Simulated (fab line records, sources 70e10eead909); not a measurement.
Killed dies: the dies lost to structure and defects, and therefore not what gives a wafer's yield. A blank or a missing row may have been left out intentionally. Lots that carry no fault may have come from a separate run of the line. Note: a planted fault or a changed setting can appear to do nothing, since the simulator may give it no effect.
The tool behind it: which one? :: flow nand_harc :: 6 lots with 18 wafers sampled at 5 steps, on a route of 1302 steps

== WHAT THE GAUGES READ, wafer by wafer ==
NHARC_END_SORT_01.
lot: L700
measured: day 33 04:06
on: prober-01
killed_at_array: 673 677 670

== WHICH TOOL RAN EACH LOT (tool, then ch and the chambers of the sampled wafers, then the start) ==
lot: L682
NHARC_A_CHANNEL_HOLE_D2_ETCH_22: har_etch-01 ch 0,1, day 14 11:24
NHARC_A_CHANNEL_FILL_D2_ALD_02: ald_hk-01 ch 0,1,3, day 14 16:26
NHARC_A_CHANNEL_FILL_D2_ALD_14: ald_hk-01 ch 0,2,3, day 14 23:25
NHARC_A_CHANNEL_FILL_D2_STRIP_28: rie_diel-05 ch 1,2,3, day 15 16:14

lot: L686
NHARC_A_CHANNEL_HOLE_D2_ETCH_22: har_etch-02 ch 0,1, day 15 22:04
NHARC_A_CHANNEL_FILL_D2_ALD_02: ald_hk-02 ch 1,2,3, day 16 03:04
NHARC_A_CHANNEL_FILL_D2_ALD_14: ald_hk-04 ch 0,1,2, day 16 10:02
NHARC_A_CHANNEL_FILL_D2_STRIP_28: rie_diel-03 ch 0,2,3, day 17 03:41

lot: L688
NHARC_A_CHANNEL_HOLE_D2_ETCH_22: har_etch-01 ch 0,1, day 17 02:08
NHARC_A_CHANNEL_FILL_D2_ALD_02: ald_hk-01 ch 0,1,3, day 17 07:10
NHARC_A_CHANNEL_FILL_D2_ALD_14: ald_hk-01 ch 1,2,3, day 17 14:07
NHARC_A_CHANNEL_FILL_D2_STRIP_28: rie_diel-09 ch 1,2,3, day 18 08:02

lot: L691
NHARC_A_CHANNEL_HOLE_D2_ETCH_22: har_etch-01 ch 0,1, day 18 02:06
NHARC_A_CHANNEL_FILL_D2_ALD_02: ald_hk-04 ch 0,1,3, day 18 07:16
NHARC_A_CHANNEL_FILL_D2_ALD_14: ald_hk-02 ch 0,2,3, day 18 14:17
NHARC_A_CHANNEL_FILL_D2_STRIP_28: rie_diel-09 ch 1,3, day 19 06:55

lot: L692
NHARC_A_CHANNEL_HOLE_D2_ETCH_22: har_etch-02 ch 0,1, day 18 12:31
NHARC_A_CHANNEL_FILL_D2_ALD_02: ald_hk-01 ch 1,2, day 18 17:38
NHARC_A_CHANNEL_FILL_D2_ALD_14: ald_hk-04 ch 0,1,3, day 19 00:16
NHARC_A_CHANNEL_FILL_D2_STRIP_28: rie_diel-09 ch 0,1, day 19 17:34

lot: L700
NHARC_A_CHANNEL_HOLE_D2_ETCH_22: har_etch-01 ch 0,1, day 22 06:44
NHARC_A_CHANNEL_FILL_D2_ALD_02: ald_hk-04 ch 2,3, day 22 11:46
NHARC_A_CHANNEL_FILL_D2_ALD_14: ald_hk-02 ch 0,1,3, day 22 18:53
NHARC_A_CHANNEL_FILL_D2_STRIP_28: rie_diel-09 ch 0,3, day 23 12:37
- NHARC_A_CHANNEL_HOLE_D2_ETCH_22: etches the open film in C4F8/O2/Ar, time 666.7 s, target depth 1600 nm.
- NHARC_A_CHANNEL_FILL_D2_ALD_02: deposits SiO2, target thk 6 nm, pulse time 10 s, ald cycles 60.
- NHARC_A_CHANNEL_FILL_D2_ALD_14: deposits SiO2, target thk 2.5 nm, pulse time 10 s, ald cycles 25.
- NHARC_A_CHANNEL_FILL_D2_STRIP_28: strips in O2, time 20 s.

== THE ANSWER, worked out from the rows above alone ==
Rule: the lots themselves supply what counts as usual. Put in order of their means at a reading, lots are off if they are a third of the lots or fewer, leave a main group of 4 or more, and stand apart from it by a gap of 3 or more times the standard deviation of the main group's means; of several such gaps the widest counts. A main group whose means are all the same, to the digits that the tables above print for the reading, isn't used. A lot without any number at a reading at which 4 lots or more have one is off too. The other lots that the step has rows for count as sound.
Across all readings shown, no lot is off: no conclusion can be drawn from this.

== WHAT THE SIMULATOR HAD PUT IN ==
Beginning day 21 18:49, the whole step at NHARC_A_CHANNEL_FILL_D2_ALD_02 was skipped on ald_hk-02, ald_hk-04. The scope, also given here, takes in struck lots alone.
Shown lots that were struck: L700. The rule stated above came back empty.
